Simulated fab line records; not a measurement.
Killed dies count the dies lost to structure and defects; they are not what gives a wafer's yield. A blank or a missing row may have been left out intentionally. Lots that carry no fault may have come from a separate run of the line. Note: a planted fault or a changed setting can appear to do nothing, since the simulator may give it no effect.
Matching of chambers ; flow n5Finfet ; pecvd-02 running N5_BEOL_M8_ILD_DEP_00: 3 sister chambers
The step deposits SiCOH lowk from DEMS/porogen, target thk 179.75 nm, time 33.4 s. 18 wafers are shown with their chamber, then 9 later ones without.

== EACH WAFER AND ITS CHAMBER ==
wafer;chamber;heaterPowerW (W);throttleValvePct (%);showerheadPlenumPTorr (Torr)
L076.1;0;356;13.4;5.739
L076.3;1;378;13.7;5.734
L076.6;0;353;13.6;5.747
L077.1;0;363;13.7;5.747
L077.3;2;244;13.0;5.737
L077.6;1;329;14.0;5.734
L079.3;2;242;12.9;5.749
L079.4;0;326;13.6;5.753
L079.6;2;250;13.0;5.745
L078.3;2;247;13.2;5.738
L078.4;0;348;13.2;5.755
L078.5;2;243;12.9;5.732
L081.2;0;339;13.5;5.746
L081.3;0;340;13.5;5.753
L081.5;0;353;13.3;5.730
L084.1;2;225;13.2;5.751
L084.2;1;373;14.2;5.749
L084.6;2;229;13.2;5.744

SIGNATURES (averages over the wafers above)
reading;chamber 0;chamber 1;chamber 2;scatter within a chamber
heaterPowerW;347.25;360.00;240.00;14
throttleValvePct;13.475;13.967;13.057;0.171
showerheadPlenumPTorr;5.74625;5.73900;5.74229;0.00783
Rule: a wafer's distance from a chamber is the root of the sum, over the readings, of the square of ((its reading less the chamber's mean) divided by the reading's scatter). If the next closest chamber is less than 2 further off than the closest, the wafer can't be placed; otherwise it belongs to the closest. The scatter is the square root of a quotient: the sum, over the shown wafers, of each reading's squared deviation from its chamber's mean, divided by wafers minus chambers.

== WAFERS MISSING THEIR CHAMBER ==
wafer;heaterPowerW (W);throttleValvePct (%);showerheadPlenumPTorr (Torr)
L089.2;317;13.9;5.741
L089.3;204;13.1;5.746
L089.4;210;12.8;5.747
L093.1;247;13.1;5.748
L093.2;342;14.0;5.728
L093.4;348;13.9;5.740
L095.2;214;13.3;5.751
L095.3;364;14.2;5.728
L095.4;360;14.1;5.758

== WHICH CHAMBER EACH WENT THROUGH ==
wafer;from the rows above;in truth
L089.2;can't be placed: 1 or 0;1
L089.3;2;2
L089.4;2;2
L093.1;2;2
L093.2;can't be placed: 1 or 0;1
L093.4;can't be placed: 1 or 0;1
L095.2;2;2
L095.3;1;1
L095.4;can't be placed: 1 or 0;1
Correctly placed: 5 of 9. Can't be placed from these rows: 4 (the true chamber is among the candidates in 4). Placed wrongly: 0.
